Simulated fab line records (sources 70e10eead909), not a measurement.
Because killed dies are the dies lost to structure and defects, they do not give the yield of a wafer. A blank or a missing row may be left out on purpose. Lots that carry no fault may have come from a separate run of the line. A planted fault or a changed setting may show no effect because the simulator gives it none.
Struck lot and sound lot, side by side | flow nandHarc | 40 out of 1302 route steps
Sound: the wafers L981.1, L981.2, L981.3. Wafers L994.2, L994.5, L994.6 were the ones struck. Last of all comes the cause.
For every step that has rows: the tool of each side, followed by ch and its chambers, followed by its first start. Under that, the readings that differ: sound wafers | struck wafers | difference of the means | sigmas: that difference in standard deviations of wafers without a fault.
alike: readings whose means differ by less than 2 such deviations, and words and numbers that are the same on both sides. not compared: withheld readings, readings that some wafer has no value for, bounds like >300 that may hide the same value, and numbers for which the record gives no deviation and whose values overlap.
The two part at a step that has a row with sigmas, a row that says differs or no value, or rows on one side only. Numbers that don't overlap but have no deviation are shown without sigmas and don't part them. Lack of a reading on every wafer of one side parts them only where that side has two or more wafers.

NHARC_A_STAIRCASE_ETCH_221: etches the open film in C4F8/O2, target depth 100 nm, time 40.5 s.
  sound on rieDiel-09 ch 0,1,3; struck on rieDiel-05 ch 1,2
reading             | sound             | struck            | difference | sigmas
oesProductAu (a.u.) | 0.966 0.937 0.961 | 0.910 0.920 0.929 | -0.035     | -2
  alike: rfFwdPowerW, rfVppV
  not compared: rfHoursCounterH
NHARC_A_STAIRCASE_TRIM_222: chemistry O2, time 211.2 s.
  sound on rieDiel-09 ch 0,2,3; struck on rieDiel-05 ch 2,3
  alike: drypumpMotorCurrentA, oesProductAu, rfVppV, showerheadPlenumPTorr, throttleValvePct
  not compared: rfHoursCounterH
then, 5 steps without rows for these wafers: NHARC_A_STAIRCASE_ETCH_223 (etches the open film in C4F8/O2, target depth 100 nm, time 40.5 s); NHARC_A_STAIRCASE_TRIM_224 (chemistry O2, time 211.2 s); NHARC_A_STAIRCASE_ETCH_225 (etches the open film in C4F8/O2, target depth 100 nm, time 40.5 s); NHARC_A_STAIRCASE_TRIM_226 (chemistry O2, time 211.2 s); NHARC_A_STAIRCASE_ETCH_227 (etches the open film in C4F8/O2, target depth 100 nm, time 40.5 s).
NHARC_A_STAIRCASE_TRIM_229: chemistry O2, time 211.2 s.
  sound on rieDiel-09 ch 0,1,3, day 18 09:47; struck on rieDiel-11 ch 0,3, day 23 12:24
  alike: drypumpMotorCurrentA, oesProductAu, rfVppV, showerheadPlenumPTorr, throttleValvePct
  not compared: rfHoursCounterH
then, 3 steps without rows for these wafers: NHARC_A_STAIRCASE_ETCH_230 (etches the open film in C4F8/O2, target depth 100 nm, time 40.5 s); NHARC_A_STAIRCASE_TRIM_231 (chemistry O2, time 211.2 s); NHARC_A_STAIRCASE_ETCH_232 (etches the open film in C4F8/O2, target depth 100 nm, time 40.5 s).
NHARC_A_STAIRCASE_TRIM_233: chemistry O2, time 211.2 s.
  sound on rieDiel-09 ch 1,2,3, day 18 10:18; struck on rieDiel-11 ch 1,2,3, day 23 12:57
  alike: drypumpMotorCurrentA, oesProductAu, rfVppV, showerheadPlenumPTorr, throttleValvePct
  not compared: rfHoursCounterH
then, 1 step without rows for these wafers: NHARC_A_STAIRCASE_ETCH_234 (etches the open film in C4F8/O2, target depth 100 nm, time 40.5 s).
NHARC_A_STAIRCASE_TRIM_235: chemistry O2, time 211.2 s.
  sound on rieDiel-09 ch 0,1,2; struck on rieDiel-11 ch 0,2,3
  alike: drypumpMotorCurrentA, oesProductAu, rfVppV, showerheadPlenumPTorr, throttleValvePct
  not compared: rfHoursCounterH
then, 21 steps without rows for these wafers: NHARC_A_STAIRCASE_ETCH_236 (etches the open film in C4F8/O2, target depth 100 nm, time 40.5 s); NHARC_A_STAIRCASE_STRIP_238 (strips in O2); NHARC_A_STAIRCASE_STRIP_239 (strips in SPM, time 900 s); NHARC_A_STAIRCASE_PRECLEAN_240 (cleans in SC1); NHARC_A_STAIRCASE_SRD_241; NHARC_A_STAIRCASE_DEHYDRATE_242 (time 120 s); NHARC_A_STAIRCASE_HMDS_243 (time 30 s); NHARC_A_STAIRCASE_COAT_244; NHARC_A_STAIRCASE_SOFTBAKE_245 (time 170 s); NHARC_A_STAIRCASE_EBR_246; NHARC_A_STAIRCASE_EXPOSE_247 (exposes mask SDS 1); NHARC_A_STAIRCASE_PEB_248 (peb time 130 s); NHARC_A_STAIRCASE_DEVELOP_249 (time 140 s); NHARC_A_STAIRCASE_HARDBAKE_251 (time 140 s); NHARC_A_STAIRCASE_DESCUM_252 (chemistry O2, time 3 s); NHARC_A_STAIRCASE_ETCH_253 (etches the open film in C4F8/O2, target depth 50 nm, time 20.2 s); NHARC_A_STAIRCASE_STRIP_254 (strips in O2); NHARC_A_STAIRCASE_STRIP_255 (strips in SPM, time 900 s); NHARC_A_STAIRCASE_PRECLEAN_256 (cleans in SC1); NHARC_A_STAIRCASE_SRD_257; NHARC_A_STAIRCASE_HM_DEP_456 (deposits aC, target thk 3100 nm).
NHARC_A_STAIRCASE_DEP_259: deposits SiON, target thk 30 nm.
  sound on pecvd-02 ch 0,1,2, day 18 17:00; struck on pecvd-02 ch 0,1,2, day 23 19:56
  alike: chamberPressureTorr, heaterPowerOuterW, heaterPowerW, rfFwdPowerW
then, 3 steps without rows for these wafers: NHARC_A_STAIRCASE_DEHYDRATE_260 (time 120 s); NHARC_A_STAIRCASE_HMDS_261 (time 30 s); NHARC_A_STAIRCASE_COAT_262.
-- the record jumps here: 8 days lie between the struck wafers' starts before and after (it left off in module A_STAIRCASE and takes up again in module END, whose first step shown is number 1302 of the route) --
NHARC_END_SORT_01:
  sound on prober-02 ch 0, day 26 20:28; struck on prober-01 ch 0, day 32 00:57
reading       | sound    | struck     | difference | sigmas
killedAtArray | 56 49 45 | 133 65 144 | +64        | +3
killedDies    | 65 54 48 | 136 69 148 | +62        | +3
  alike: killedAtOther, killedAtPeriphery, killedOpen, killedShort

== WHERE THEY PART ==
Earliest at NHARC_A_STAIRCASE_ETCH_221; latest, in this record, at NHARC_END_SORT_01.

WHY: the cause the simulator had injected
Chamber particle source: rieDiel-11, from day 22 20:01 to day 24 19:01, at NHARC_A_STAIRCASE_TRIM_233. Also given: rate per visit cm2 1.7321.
